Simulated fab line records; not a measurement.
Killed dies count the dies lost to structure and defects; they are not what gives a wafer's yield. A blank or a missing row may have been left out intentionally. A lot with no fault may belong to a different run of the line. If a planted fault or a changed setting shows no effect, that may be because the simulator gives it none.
fab line records    flow nand_harc
record lots=12  wafers=36  last_day=34
route steps=1302 shown A_CONTACT@1063 END@1302
lots untouched by any fault: they come from a run of this same line in which no faults occurred
start_h: hours from the record's opening day to when the first of the lot's shown wafers began    wait_h: how many hours have passed since the lot's step before this one    " unchanged from the row above    L1.1+2: one row covering several wafers at once    - no value, or no start given    * or withheld: withheld    < > ~ a bound
route shown NAME@n: names a module that has steps shown in the file, with the first one's number in the route    usual: mean/standard deviation of fault-free wafers    same: alike in all rows    chamber/n: place in a boat    sites: the reading at each site    _std_site: the values' standard deviation    _edge_site: mean of outer sites minus mean of inner sites    radius_mm: how far each site lies from the wafer's centre    mask NAME#n: copy n    behind: tool/chamber where the wafer was last shaped    hold: reason for holding the lot/hours on hold/outcome of the hold    device: transistor that didn't switch, given as n, p or np    end of line: at the end of the route, the tests of the same wafers    a step without rows: its recipe alone    killed: at the first sort, the dies lost to defects and structure; wafer yield is something else    map: shows each die of a wafer: x if killed, . if not, _ if none is there
set.NAME: the run value of the setting; set.NAME@STEP: its run value at that earlier step    model.NAME: the simulator's own value behind a step, which no gauge read
steps of the route over a sample of lots; a table a step, a row a wafer
services: from which hour (start_h, from the record's first day; less than 0 if before it) a tool's chamber was out of use, for how many hours, and why
## steps
# step NHARC_A_CONTACT_ETCH_106
# recipe target_depth_a=900  overetch_a=90  time_s=49.5  ion_energy_ev=100  cf4_flow_sccm=80  o2_flow_sccm=20  ar_flow_sccm=0  rf_w=300  bias_w=100  chemistry=CF4/O2
# usual drypump_motor_current_A=5.8/0.43  oes_product_au=0.997/0.0081  rf_vpp_V=197.8/1.2  showerhead_plenum_p_Torr=1.34/0.046  throttle_valve_pct=13.398/0.0092
lot.wafer  tool         chamber  start_h  wait_h  drypump_motor_current_A  oes_product_au  rf_hours_counter_h  rf_vpp_V  showerhead_plenum_p_Torr  throttle_valve_pct
L857.2     rie_diel-07  2        515.94   0.1     6.0                      0.990           6                   197.9     1.35                      13.401
L857.5     "            3        "        "       5.6                      1.002           -                   198.8     1.40                      13.392
L857.6     "            0        "        "       6.3                      1.001           -                   195.5     1.27                      13.405
L861.3     rie_diel-07  3        542.03   0.1     5.6                      0.995           11                  199.5     1.40                      13.383
L861.1     "            0        "        "       6.3                      0.990           11                  196.1     1.27                      13.394
L861.5     "            2        "        "       6.1                      1.006           -                   199.7     1.35                      13.421
L862.3     rie_diel-12  3        574.52   0.1     6.1                      1.003           36                  195.8     1.29                      13.407
L862.1     "            1        "        "       5.5                      1.000           32                  198.8     1.35                      13.395
L862.2     "            2        "        "       5.4                      0.987           34                  199.3     1.36                      13.395
L863.3     rie_diel-07  2        586.73   0.1     6.1                      1.003           17                  197.7     1.35                      13.391
L863.1     "            1        "        "       6.0                      1.003           17                  198.8     1.38                      13.410
L863.6     "            3        "        "       5.6                      0.998           -                   197.6     1.40                      13.386
L867.2     rie_diel-07  2        591.80   0.1     6.1                      1.005           19                  196.3     1.35                      13.402
L867.4     "            3        "        "       5.6                      0.988           19                  199.0     1.40                      13.385
L867.3     "            0        "        "       6.3                      0.992           19                  197.8     1.27                      13.402
L864.2     rie_diel-07  1        594.08   0.1     5.9                      1.010           19                  198.3     1.38                      13.393
L864.4     "            2        "        "       6.1                      1.017           19                  199.9     1.35                      13.385
L864.6     "            1        "        "       5.9                      0.999           -                   198.6     1.38                      13.397
L872.2     rie_diel-07  2        667.18   0.1     6.1                      0.996           1                   197.2     1.35                      13.410
L872.5     "            3        "        "       5.6                      1.015           -                   198.2     1.40                      13.390
L872.6     "            0        "        "       6.3                      1.002           -                   196.8     1.27                      13.414
L875.3     rie_diel-07  0        679.47   0.1     6.3                      0.993           3                   197.2     1.27                      13.375
L875.2     "            1        "        "       5.9                      1.002           3                   198.3     1.38                      13.399
L875.5     "            3        "        "       5.6                      1.007           -                   199.2     1.40                      13.406
L873.3     rie_diel-12  2        679.51   0.1     5.5                      1.005           18                  196.8     1.36                      13.395
L873.1     "            1        "        "       5.5                      1.000           19                  199.1     1.35                      13.394
L873.5     "            2        "        "       5.4                      1.008           -                   198.5     1.36                      13.392
L874.4     rie_diel-07  0        697.48   0.1     6.3                      0.982           8                   197.2     1.27                      13.405
L874.1     "            1        "        "       5.9                      0.994           7                   198.4     1.38                      13.393
L874.6     "            0        "        "       6.3                      0.984           -                   195.3     1.27                      13.391
L877.1     rie_diel-11  2        710.40   0.1     6.1                      1.001           37                  198.3     1.35                      13.403
L877.5     "            2        "        "       6.1                      0.996           -                   199.8     1.35                      13.407
L877.4     "            3        "        "       5.0                      0.997           -                   196.5     1.30                      13.404
L878.3     rie_diel-07  1        769.55   0.1     5.9                      0.996           14                  198.0     1.38                      13.396
L878.2     "            2        "        "       6.1                      0.991           14                  197.4     1.35                      13.407
L878.6     "            0        "        "       6.3                      0.991           -                   195.8     1.27                      13.403
# step NHARC_A_CONTACT_DEP_84
# recipe target_thk_a=28000  temp_c=400  material=aC
# usual throttle_valve_pct=35.000/0.0091
lot.wafer  tool        chamber  start_h  wait_h  throttle_valve_pct
L857.2     acl_dep-02  0        516.88   -       35.001
L857.5     "           0        "        "       34.988
L857.6     "           0        "        "       35.003
L861.1     acl_dep-01  0        542.68   -       34.999
L861.3     "           0        "        "       34.993
L861.5     "           0        "        "       35.007
L862.1     acl_dep-02  0        577.99   -       35.005
L862.2     "           0        "        "       35.009
L862.3     "           0        "        "       35.002
L863.1     acl_dep-02  0        590.69   -       34.991
L863.3     "           0        "        "       35.003
L863.6     "           0        "        "       35.004
L867.2     acl_dep-02  0        595.87   -       35.022
L867.3     "           0        "        "       34.997
L867.4     "           0        "        "       34.998
L864.2     acl_dep-01  0        597.25   -       35.003
L864.4     "           0        "        "       34.995
L864.6     "           0        "        "       35.004
L872.2     acl_dep-02  0        674.36   -       34.990
L872.5     "           0        "        "       35.016
L872.6     "           0        "        "       34.997
L875.2     acl_dep-03  0        680.40   -       35.015
L875.3     "           0        "        "       35.000
L875.5     "           0        "        "       34.992
L873.1     acl_dep-01  0        681.27   -       34.999
L873.3     "           0        "        "       35.010
L873.5     "           0        "        "       35.002
L874.1     acl_dep-03  0        698.31   -       34.993
L874.4     "           0        "        "       34.986
L874.6     "           0        "        "       34.989
L877.1     acl_dep-01  0        712.59   -       35.005
L877.4     "           0        "        "       34.988
L877.5     "           0        "        "       35.011
L878.2     acl_dep-03  0        770.90   -       34.992
L878.3     "           0        "        "       34.995
L878.6     "           0        "        "       35.000
# step NHARC_A_CONTACT_DEP_85
# recipe target_thk_a=600  target_thk_nm=60  temp_c=400  pressure_torr=3.5  flow_sccm=200  rf_w=350  material=SiON
# usual heater_power_outer_w=437/57  heater_power_w=736/79
lot.wafer  tool      chamber  start_h  wait_h  heater_power_outer_w  heater_power_w
L857.2     pecvd-04  1        518.38   1.2     408                   676
L857.6     "         2        "        "       504                   878
L857.5     "         1        "        "       419                   680
L861.1     pecvd-01  1        544.49   1.5     458                   725
L861.3     "         0        "        "       379                   602
L861.5     "         1        "        "       455                   731
L862.2     pecvd-04  1        579.73   1.2     462                   749
L862.3     "         2        "        "       442                   794
L862.1     "         0        "        "       314                   600
L863.3     pecvd-04  0        592.53   1.0     349                   648
L863.1     "         1        "        "       409                   664
L863.6     "         0        "        "       361                   656
L867.2     pecvd-01  1        597.33   1.2     460                   715
L867.3     "         2        "        "       509                   780
L867.4     "         2        "        "       523                   801
L864.2     pecvd-01  2        598.69   1.2     476                   740
L864.6     "         2        "        "       462                   730
L864.4     "         0        "        "       369                   604
L872.2     pecvd-04  1        675.86   1.2     474                   780
L872.6     "         2        "        "       408                   780
L872.5     "         0        "        "       377                   663
L875.3     pecvd-04  2        681.86   0.9     416                   746
L875.2     "         0        "        "       394                   711
L875.5     "         0        "        "       399                   719
L873.3     pecvd-04  0        683.06   0.9     386                   704
L873.1     "         1        "        "       468                   774
L873.5     "         0        "        "       396                   708
L874.1     pecvd-01  1        700.07   1.5     390                   630
L874.6     "         1        "        "       386                   621
L874.4     "         2        "        "       491                   755
L877.1     pecvd-01  0        714.35   1.5     430                   679
L877.4     "         2        "        "       471                   741
L877.5     "         0        "        "       434                   688
L878.3     pecvd-01  0        772.36   0.9     480                   750
L878.2     "         1        "        "       479                   739
L878.6     "         2        "        "       527                   805
# step NHARC_A_CONTACT_INSPECT_10
# usual raw_defect_count=82/34
lot.wafer  tool               chamber  start_h  wait_h  raw_defect_count
L857.2     defect_inspect-02  -        519.04   0.0     80
L857.5     "                  -        "        "       69
L857.6     "                  -        "        "       72
L861.1     defect_inspect-02  -        545.25   0.0     60
L861.3     "                  -        "        "       56
L861.5     "                  -        "        "       68
L862.1     defect_inspect-02  -        580.58   0.0     59
L862.2     "                  -        "        "       69
L862.3     "                  -        "        "       53
L863.1     defect_inspect-02  -        593.35   0.0     72
L863.3     "                  -        "        "       67
L863.6     "                  -        "        "       76
L867.2     defect_inspect-01  -        598.06   0.0     69
L867.3     "                  -        "        "       66
L867.4     "                  -        "        "       51
L864.2     defect_inspect-02  -        599.57   0.0     112
L864.4     "                  -        "        "       128
L864.6     "                  -        "        "       132
L872.2     defect_inspect-01  -        676.66   0.0     812
L872.5     "                  -        "        "       753
L872.6     "                  -        "        "       696
L875.2     defect_inspect-01  -        682.60   0.0     695
L875.3     "                  -        "        "       733
L875.5     "                  -        "        "       756
L873.1     defect_inspect-02  -        683.75   0.0     770
L873.3     "                  -        "        "       726
L873.5     "                  -        "        "       730
L874.1     defect_inspect-01  -        700.90   0.0     47
L874.4     "                  -        "        "       74
L874.6     "                  -        "        "       63
L877.1     defect_inspect-01  -        715.14   0.0     90
L877.4     "                  -        "        "       85
L877.5     "                  -        "        "       83
L878.2     defect_inspect-02  -        773.06   0.0     76
L878.3     "                  -        "        "       69
L878.6     "                  -        "        "       74
# step NHARC_A_CONTACT_ETCH_135
# recipe source_w=withheld  pressure_mtorr=20  bias_v=1200  time_s=311  target_depth_a=19120  ar_flow_sccm=withheld  c4f8_flow_sccm=withheld  o2_flow_sccm=withheld  chemistry=C4F8/O2/Ar
lot.wafer  tool             chamber  start_h  wait_h  rf_hours_counter_h
L857.2     har_cap_etch-02  0        520.51   0.2     95
L857.6     "                0        "        "       -
L857.5     "                1        "        "       -
L861.1     har_cap_etch-03  1        546.68   0.2     48
L861.3     "                0        "        "       -
L861.5     "                1        "        "       -
L862.2     har_cap_etch-02  1        581.95   0.2     107
L862.1     "                0        "        "       107
L862.3     "                0        "        "       -
L863.1     har_cap_etch-02  1        594.77   0.2     111
L863.3     "                0        "        "       -
L863.6     "                1        "        "       -
L867.2     har_cap_etch-01  1        599.49   0.2     16
L867.3     "                0        "        "       -
L867.4     "                1        "        "       -
L864.2     har_cap_etch-02  1        601.07   0.2     113
L864.4     "                0        "        "       -
L864.6     "                1        "        "       -
L872.2     har_cap_etch-03  0        678.38   0.2     71
L872.5     "                1        "        "       -
L872.6     "                0        "        "       -
L875.2     har_cap_etch-02  0        684.11   0.2     124
L875.3     "                1        "        "       -
L875.5     "                0        "        "       -
L873.1     har_cap_etch-03  1        685.20   0.2     72
L873.3     "                0        "        "       -
L873.5     "                1        "        "       -
L874.1     har_cap_etch-01  0        702.37   0.2     32
L874.4     "                1        "        "       -
L874.6     "                0        "        "       -
L877.1     har_cap_etch-01  1        716.53   0.2     34
L877.4     "                0        "        "       -
L877.5     "                1        "        "       -
L878.2     har_cap_etch-03  1        774.48   0.2     88
L878.3     "                0        "        "       -
L878.6     "                0        "        "       -
# step NHARC_END_SORT_01
# recipe temp_c=25
# usual killed_at_array=58/15  killed_at_other=0.8/1.2  killed_at_periphery=3.5/2.5  killed_dies=62/15  killed_open=3.2/1.7  killed_short=2.4/1.5
# same gross_dies=677
lot.wafer  tool       chamber  start_h  wait_h  killed_at_array  killed_at_other  killed_at_periphery  killed_dies  killed_open  killed_short
L872.2     prober-02  0        724.28   2.8     156              1                1                    158          0            1
L872.5     prober-02  0        726.71   3.7     140              2                0                    142          3            0
L872.6     prober-02  0        727.52   4.0     99               1                2                    102          3            4
L873.1     prober-01  0        733.41   2.5     156              0                0                    156          2            1
L873.3     prober-01  0        735.03   3.1     154              0                4                    158          5            3
L873.5     prober-01  0        736.65   3.7     156              0                2                    158          3            1
L875.2     prober-02  0        734.12   2.7     150              0                3                    153          1            1
L875.3     prober-02  0        734.90   3.0     102              1                1                    104          3            1
L875.5     prober-02  0        736.46   3.6     158              0                4                    162          3            3
# killed by level:class
L872.2 A_CONTACT:unspecified=88 A_SLIT:chamber_film_flake=31 A_CHANNEL_HOLE_D1:chamber_film_flake=28 A_CHANNEL_FILL_D2:chamber_film_flake=4 A_STAIRCASE:chamber_film_flake=2 A_CHANNEL_HOLE_D2:geometric_particle:short=1 P_GATE:chamber_film_flake=1 A_CHANNEL_HOLE_D2:chamber_film_flake=1
L872.5 A_CONTACT:unspecified=80 A_CHANNEL_HOLE_D1:chamber_film_flake=34 A_SLIT:chamber_film_flake=18 A_CHANNEL_FILL_D2:chamber_film_flake=2 A_STAIRCASE:chamber_film_flake=2 A_CHANNEL_FILL_D2:geometric_particle:open=1 A_CONTACT:geometric_particle:open=1 STARTING-WAFER:geometric_particle:open=1
L872.6 A_CONTACT:unspecified=44 A_CHANNEL_HOLE_D1:chamber_film_flake=23 A_SLIT:chamber_film_flake=22 A_SOURCE_PLATE:geometric_particle:short=2 A_SOURCE_PLATE:geometric_particle:open=2 A_SGD_CUT:chamber_film_flake=2 P_M1:geometric_particle:open=1 A_ONON_D2:geometric_particle:short=1
L873.1 A_CONTACT:unspecified=94 A_CHANNEL_HOLE_D1:chamber_film_flake=30 A_CHANNEL_HOLE_D2:chamber_film_flake=12 A_SLIT:chamber_film_flake=8 A_CONTACT:chamber_film_flake=4 A_STAIRCASE:chamber_film_flake=3 A_WL_FILL:chamber_film_flake=2 A_ONON_D2:geometric_particle:open=1
L875.2 A_CONTACT:unspecified=87 A_SLIT:chamber_film_flake=28 A_CHANNEL_HOLE_D2:chamber_film_flake=18 A_CONTACT:chamber_film_flake=5 A_CHANNEL_HOLE_D1:chamber_film_flake=4 A_CHANNEL_FILL_D2:chamber_film_flake=3 A_STAIRCASE:chamber_film_flake=3 P_GATE:chamber_film_flake=2
L875.3 A_CONTACT:unspecified=44 A_SLIT:chamber_film_flake=25 A_CHANNEL_HOLE_D2:chamber_film_flake=15 A_CHANNEL_HOLE_D1:chamber_film_flake=5 A_CHANNEL_FILL_D2:chamber_film_flake=3 A_STAIRCASE:chamber_film_flake=3 A_ZERO_WELL:chamber_film_flake=2 A_CONTACT:chamber_film_flake=2
L873.3 A_CONTACT:unspecified=92 A_CHANNEL_HOLE_D1:chamber_film_flake=27 A_CHANNEL_HOLE_D2:chamber_film_flake=20 A_SLIT:chamber_film_flake=5 A_CONTACT:chamber_film_flake=3 A_STAIRCASE:chamber_film_flake=2 P_STI:geometric_particle:short=1 P_CONTACT:geometric_particle:short=1
L875.5 A_CONTACT:unspecified=88 A_SLIT:chamber_film_flake=35 A_CHANNEL_HOLE_D1:chamber_film_flake=10 A_CONTACT:chamber_film_flake=7 A_CHANNEL_HOLE_D2:chamber_film_flake=6 A_STAIRCASE:chamber_film_flake=6 A_WL_FILL:geometric_particle:open=2 P_GATE:chamber_film_flake=2
L873.5 A_CONTACT:unspecified=91 A_CHANNEL_HOLE_D1:chamber_film_flake=27 A_CHANNEL_HOLE_D2:chamber_film_flake=23 A_CONTACT:chamber_film_flake=9 P_M0:geometric_particle:open=1 A_CHANNEL_HOLE_D1:geometric_particle:open=1 A_CHANNEL_FILL_D1:geometric_particle:short=1 A_CHANNEL_FILL_D1:geometric_particle:open=1
## services
tool             chamber  start_h  hours  kind
pecvd-01         -        492.43   13.0   pm
har_cap_etch-01  -        497.00   17.0   pm
har_cap_etch-03  -        497.54   0.5    repair
pecvd-01         0        515.57   7.1    repair
pecvd-04         -        525.46   1.0    repair
pecvd-04         -        533.62   0.5    repair
acl_dep-01       -        555.18   13.0   pm
rie_diel-12      3        562.56   6.0    repair
pecvd-04         -        605.56   0.6    repair
acl_dep-02       -        609.09   13.0   pm
har_cap_etch-01  -        610.08   0.4    repair
rie_diel-12      -        622.57   9.0    pm
har_cap_etch-01  -        630.10   2.5    repair
pecvd-04         -        631.00   13.0   pm
rie_diel-07      -        648.31   9.0    pm
har_cap_etch-03  -        654.22   0.4    repair
pecvd-01         2        658.08   21.1   repair
acl_dep-03       -        664.18   13.0   pm
pecvd-01         -        673.57   13.0   pm
rie_diel-12      -        693.04   1.3    repair
acl_dep-01       -        736.18   13.0   pm
rie_diel-07      -        741.43   4.2    repair
har_cap_etch-02  -        754.00   17.0   pm
pecvd-04         1        767.20   6.9    repair
## key
first_sign step=NHARC_A_CONTACT_INSPECT_10  reading=raw_defect_count  direction=up  sigmas=20  usual=82  struck=741
effect step=NHARC_END_SORT_01  reading=killed_dies  direction=up  sigmas=5.5  usual=62  struck=144
more_kills_born_at NHARC_A_CONTACT_DEP_85@pecvd-04=708
met_at NHARC_A_CONTACT_DEP_85
struck_lots L872,L873,L875
tester_left_out L872,L873,L875
not_acting_at NHARC_A_CONTACT_ETCH_106,NHARC_A_CONTACT_DEP_84,NHARC_A_CONTACT_ETCH_135
onset_between 592.53 675.86
fault kind=chamber_particle_source  tool=pecvd-04  chamber=-  onset_h=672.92  steps=NHARC_A_CONTACT_DEP_85  rate_per_visit_cm2=0.99084  end_h=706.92
# tester_left_out: of these lots the tester's yield and bins aren't shown, on N5 and GAA mostly nor the transistor test; their killed dies are dies lost to structure and defects alone, not to doping, threshold or leakage, so they don't give the yield
